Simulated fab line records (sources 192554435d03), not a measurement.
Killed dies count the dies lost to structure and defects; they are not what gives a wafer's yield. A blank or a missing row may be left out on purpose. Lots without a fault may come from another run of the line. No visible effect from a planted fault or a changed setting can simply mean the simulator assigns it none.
Struck lot and sound lot, side by side || flow n5-finfet || 25 out of 1938 route steps
Sound: the wafers L185.1, L185.3, L185.6. Struck: wafer L190.3. (L190.2 of the same lot was not struck and is left out.) The cause comes at the end.
Per side, at each step with rows, come the tool, then ch with its chambers, and then its first start. Under that, the readings that differ: sound wafers || struck wafers || difference of the means || sigmas: that difference in standard deviations of wafers without a fault.
alike: a reading whose means differ by less than 2 such deviations, as well as words and numbers matching on both sides. not compared: withheld readings; readings where some wafer has no value; bounds like >300 that might hide an equal value; numbers whose values overlap and for which the record gives no deviation.
The two part at a step that has a row with sigmas, a row that says differs or no value, or rows on one side only. Non-overlapping numbers with no deviation appear without sigmas and do not part them. Lack of a reading on every wafer of one side parts them only where that side has two or more wafers.

first, 4 steps without rows for these wafers: N5_WELL_APT_PRECLEAN_36 (cleans in O3/DIW, time 45 s); N5_WELL_APT_PRECLEAN_39 (cleans in dHF, time 60 s); N5_WELL_APT_SRD_37 (time 30 s); N5_WELL_APT_EPI_41 (deposits Si from SiH4/H2, target thk 50 nm, time 297.7 s).
N5_WELL_APT_INSPECT_38: inspects for defects (darkfield).
  sound: defect-inspect-02 at day 3 04:47; struck: defect-inspect-02 at day 4 10:35
  alike: raw-defect-count
N5_PMOS_HMC_CHANNEL_EPI_HM_DEP_34: deposits SiO2 from TEOS/O2, target thk 36 nm, time 6.9 s.
  sound on pecvd-01 ch 1,2, day 3 04:49; struck on pecvd-01 ch 2, day 4 10:38
  alike: heater-power-w, showerhead-plenum-p-Torr, throttle-valve-pct
then, 6 steps without rows for these wafers: N5_PMOS_HMC_CHANNEL_EPI_COAT_31 (time 60 s, resist thk 66 nm); N5_PMOS_HMC_CHANNEL_EPI_COAT_03 (resist thk 205 nm); N5_PMOS_HMC_CHANNEL_EPI_EBR_05; N5_PMOS_HMC_CHANNEL_EPI_SOFTBAKE_04 (time 60 s); N5_PMOS_HMC_CHANNEL_EPI_EXPOSE_06 (exposes mask PMOS HMC BLK, target cd 240 nm); N5_PMOS_HMC_CHANNEL_EPI_PEB_07 (peb time 60 s).
N5_PMOS_HMC_CHANNEL_EPI_DEVELOP_08: develop time 30 s.
  sound on litho-track-01 ch 0, day 3 05:10; struck on litho-track-01 ch 0, day 4 10:59
N5_PMOS_HMC_CHANNEL_EPI_CD_MEAS_09: target cd 237.4 nm.
  sound on cd-sem-02 ch 0, day 3 05:13; struck on cd-sem-01 ch 0, day 4 11:02
  alike: cd-nm
N5_PMOS_HMC_CHANNEL_EPI_OVL_MEAS_10:
  sound on overlay-02 ch 0, day 3 05:15; struck on overlay-01 ch 0, day 4 11:04
  alike: PMOS_HMC_BLK_OVL
N5_PMOS_HMC_CHANNEL_EPI_INSPECT_11: inspects for defects (macro).
  sound: defect-inspect-01 at day 3 05:16; struck: defect-inspect-01 at day 4 11:05
  alike: raw-defect-count
N5_PMOS_HMC_CHANNEL_EPI_DESCUM_14: chemistry O2, time 7.9 s.
  sound on rie-diel-06 ch 0,3, day 3 05:19; struck on rie-diel-02 ch 0, day 4 11:07
{"reading": "model.PMOS_HMC_CHANNEL_EPI.cd-nm (nm)", "sound": "236.2 237.4 237.2", "struck": 235, "difference": -2, "sigmas": ""}
  alike: drypump-motor-current-A, oes-product-au, rf-vpp-V, showerhead-plenum-p-Torr, throttle-valve-pct
  not compared: rf-hours-counter-h
N5_PMOS_HMC_CHANNEL_EPI_ETCH_32: etches BARC in N2/H2, stops on SiO2, target depth 85.8 nm, time 50.3 s.
  sound on rie-diel-06 ch 0,3, day 3 05:20; struck on rie-diel-02 ch 0, day 4 11:10
  alike: drypump-motor-current-A, oes-product-au, rf-vpp-V, showerhead-plenum-p-Torr, throttle-valve-pct
  not compared: rf-hours-counter-h
N5_PMOS_HMC_CHANNEL_EPI_HM_OPEN_15: chemistry CHF3/O2, target SiO2, target depth 40.6 nm, time 20.3 s.
  sound on rie-diel-06 ch 0,3, day 3 05:23; struck on rie-diel-02 ch 0, day 4 11:12
  alike: CHF3_flow_sccm, drypump-motor-current-A, oes-product-au, rf-vpp-V, showerhead-plenum-p-Torr, throttle-valve-pct
  not compared: rf-hours-counter-h
N5_PMOS_HMC_CHANNEL_EPI_STRIP_33: strips in N2/H2.
  sound on rie-diel-06 ch 0,3, day 3 05:26; struck on rie-diel-02 ch 0, day 4 11:16
  alike: drypump-motor-current-A, oes-product-au, rf-vpp-V, showerhead-plenum-p-Torr, throttle-valve-pct
  not compared: rf-hours-counter-h
then, 1 step without rows for these wafers: N5_PMOS_HMC_CHANNEL_EPI_STRIP_17 (strips in SPM, time 750 s).
N5_PMOS_HMC_CHANNEL_EPI_ETCH_38: etches SiO2 in CF4, target depth 1.5 nm.
  sound on rie-si-04 ch 1,2, day 3 05:44; struck on rie-si-02 ch 2, day 4 11:34
  alike: drypump-motor-current-A, oes-product-au, throttle-valve-pct
  not compared: rf-hours-counter-h
N5_PMOS_HMC_CHANNEL_EPI_FIN_RECESS_16: chemistry HBr/Cl2, target Si, target depth 54 nm, time 18 s.
  sound on rie-si-04 ch 1,2, day 3 05:46; struck on rie-si-02 ch 2, day 4 11:35
{"reading": "model.PMOS_HMC_CHANNEL_EPI.cd-nm (nm)", "sound": "238.8 238.9 239.9", "struck": 237.4, "difference": -1.8, "sigmas": ""}
  alike: drypump-motor-current-A, oes-product-au, throttle-valve-pct
  not compared: rf-hours-counter-h
then, 1 step without rows for these wafers: N5_PMOS_HMC_CHANNEL_EPI_PRECLEAN_36 (cleans in O3/DIW, time 45 s).
-- a jump in the record: the struck wafers' starts before and after are 9 days apart (it breaks off in module PMOS_HMC_CHANNEL_EPI and resumes in module BEOL_M4, where the first step shown is number 1111 of the route) --
N5_BEOL_M4_RC_MEAS_101:
  sound on prober-02 ch 0, day 12 00:41; struck on prober-01 ch 0, day 13 09:40
  alike: DIBL_N, DIBL_P, IOFF_N, IOFF_P, ION_N, ION_P, SS_N, SS_P, VT_N, VT_P

WHERE THEY PART
Nowhere in this record.

WHY: the cause the simulator had injected
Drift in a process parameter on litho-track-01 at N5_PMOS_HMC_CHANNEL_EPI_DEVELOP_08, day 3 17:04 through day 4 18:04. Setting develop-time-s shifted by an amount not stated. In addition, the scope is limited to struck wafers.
